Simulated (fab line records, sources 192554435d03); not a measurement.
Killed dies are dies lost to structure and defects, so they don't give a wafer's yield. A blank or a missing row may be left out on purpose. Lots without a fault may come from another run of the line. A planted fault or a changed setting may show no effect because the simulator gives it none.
Which tool did it? | flow n5_finfet | 10 lots, 29 wafers sampled, at 1 step of a route of 1938

WHAT THE GAUGES READ, wafer by wafer
N5_FIN_SAQP_THK_MEAS_07.
lot  | measured    | on            | thk_nm (nm)
L753 | day 2 09:05 | film_metro-02 | 59.7 59.7 60.0
L754 | day 2 16:05 | film_metro-01 | 59.4 59.3 59.9
L756 | day 3 02:56 | film_metro-02 | 59.4 60.6 60.4
L760 | day 4 05:07 | film_metro-02 | 60.1 60.3 60.8
L761 | day 4 09:41 | film_metro-02 | 60.3 60.1 61.1
L764 | day 5 03:16 | film_metro-01 | 60.5 60.0
L766 | day 5 15:46 | film_metro-01 | 59.1 59.8 59.7
L769 | day 6 09:46 | film_metro-02 | 59.3 60.3 61.5
L770 | day 6 15:05 | film_metro-02 | 59.5 58.8 60.1
L773 | day 7 09:55 | film_metro-01 | 60.1 58.8 60.2

WHICH TOOL RAN EACH LOT (tool, then ch and the chambers of the sampled wafers, then the start)
The record holds no process step before these readings.

THE ANSWER, worked out from the rows above alone
Rule: what is usual is taken from the lots themselves. Put in order of their means at a reading, lots are off if they are a third of the lots or fewer, leave a main group of 4 or more, and stand apart from it by a gap of 3 or more times the standard deviation of the main group's means; of several such gaps the widest counts. A main group whose means are all the same, to the digits that the tables above print for the reading, isn't used. A lot without any number at a reading at which 4 lots or more have one is off too. The other lots that the step has rows for count as sound.
No lot is off at any reading shown: from this, nothing can be told.

WHAT THE SIMULATOR HAD PUT IN
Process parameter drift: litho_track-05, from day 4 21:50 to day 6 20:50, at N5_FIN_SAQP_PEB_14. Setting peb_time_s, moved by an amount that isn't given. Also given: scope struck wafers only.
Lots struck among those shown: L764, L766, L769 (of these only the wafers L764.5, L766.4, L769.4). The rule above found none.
